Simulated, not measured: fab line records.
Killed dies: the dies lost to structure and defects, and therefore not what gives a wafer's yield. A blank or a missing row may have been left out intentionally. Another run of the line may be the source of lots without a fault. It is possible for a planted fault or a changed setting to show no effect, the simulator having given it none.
Chamber matching + flow n5 finfet + rie diel-03 running N5_GATE_CUT_ETCH_58: 4 sister chambers
The step etches SiNx in CH3F/O2, target depth 17 nm, time 128.6 s. 8 wafers are shown with their chamber, then 8 later ones without.

== WAFERS, EACH WITH ITS CHAMBER ==
| wafer  | chamber | drypump motor current A (A) | showerhead plenum p Torr (Torr) |
|--------|---------|-----------------------------|---------------------------------|
| L074.6 | 1       | 6.0                         | 2.08                            |
| L076.5 | 1       | 6.1                         | 2.08                            |
| L081.2 | 3       | 6.6                         | 2.06                            |
| L081.4 | 0       | 4.9                         | 2.02                            |
| L084.2 | 0       | 4.9                         | 2.01                            |
| L084.4 | 2       | 5.8                         | 2.01                            |
| L084.6 | 3       | 6.7                         | 2.06                            |
| L089.1 | 2       | 5.8                         | 2.01                            |

== WAFERS WITH NO CHAMBER GIVEN ==
| wafer  | drypump motor current A (A) | showerhead plenum p Torr (Torr) |
|--------|-----------------------------|---------------------------------|
| L089.2 | 6.1                         | 2.07                            |
| L089.3 | 6.6                         | 2.05                            |
| L093.1 | 6.6                         | 2.05                            |
| L093.5 | 6.1                         | 2.07                            |
| L093.6 | 5.8                         | 2.01                            |
| L096.1 | 4.9                         | 2.01                            |
| L096.3 | 6.7                         | 2.05                            |
| L096.5 | 6.1                         | 2.06                            |

== CHAMBER TAKEN BY EACH ==
| wafer  | from the rows above | in truth |
|--------|---------------------|----------|
| L089.2 | 1                   | 1        |
| L089.3 | 3                   | 3        |
| L093.1 | 3                   | 3        |
| L093.5 | 1                   | 1        |
| L093.6 | 2                   | 2        |
| L096.1 | 0                   | 0        |
| L096.3 | 3                   | 3        |
| L096.5 | 1                   | 1        |
Correct placement for 8 of the 8. Can't be placed from these rows: 0. Wrongly placed: 0.
How it was worked out, from the rows above alone: a wafer's distance from a chamber is the root of the sum, over the readings, of the square of ((its reading less the chamber's mean) divided by the reading's scatter). If the next closest chamber is less than 2 further off than the closest, the wafer can't be placed; otherwise it belongs to the closest. The mean given for a chamber averages the wafers shown for that chamber. The scatter: the root of (the sum of the squares of (reading less its chamber's mean) over the shown wafers, divided by (wafers less chambers)).
